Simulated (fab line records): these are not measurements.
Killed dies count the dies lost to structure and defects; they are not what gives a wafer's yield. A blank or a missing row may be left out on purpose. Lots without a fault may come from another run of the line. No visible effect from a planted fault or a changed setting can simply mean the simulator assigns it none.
Chamber matching	flow nand_harc	NHARC_A_BLC_ETCH_16 on rie_diel-11: 4 sister chambers
The step etches the open film in CF4, target depth 39 nm, time 65 s. 8 wafers are shown with their chamber, then 11 later ones without.

## WAFERS, EACH WITH ITS CHAMBER
wafer	chamber	drypump_motor_current_A (A)	rf_vpp_V (V)
L080.1	3	5.2	152.5
L080.5	3	5.3	152.9
L084.5	2	6.5	149.5
L085.6	1	5.7	151.0
L087.2	2	6.5	149.4
L087.3	1	5.7	151.6
L087.4	0	5.7	150.3
L089.1	0	5.7	150.4

## WAFERS WITH NO CHAMBER GIVEN
wafer	drypump_motor_current_A (A)	rf_vpp_V (V)
L089.3	5.3	152.4
L089.4	6.6	150.7
L088.3	5.7	151.6
L088.4	5.7	151.1
L088.6	6.6	149.4
L090.4	6.6	149.7
L090.5	5.7	150.1
L090.6	5.3	152.4
L097.1	5.3	152.6
L097.2	5.7	151.3
L097.6	5.7	151.9

## WHICH CHAMBER EACH WENT THROUGH
wafer	from the rows above	in truth
L089.3	3	3
L089.4	2	2
L088.3	1	1
L088.4	1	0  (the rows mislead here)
L088.6	2	2
L090.4	2	2
L090.5	0	0
L090.6	3	3
L097.1	3	3
L097.2	1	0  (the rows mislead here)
L097.6	1	1
9 of 11 placed correctly. Number that these rows cannot place: 0. Placed wrongly: 2.
How it was worked out, from the rows above alone: a wafer's distance from a chamber is the root of the sum, over the readings, of the square of ((its reading less the chamber's mean) divided by the reading's scatter). The wafer belongs to the nearest chamber; if the next one is less than 2 further off, it can't be placed. The mean given for a chamber averages the wafers shown for that chamber. The scatter: the root of (the sum of the squares of (reading less its chamber's mean) over the shown wafers, divided by (wafers less chambers)).
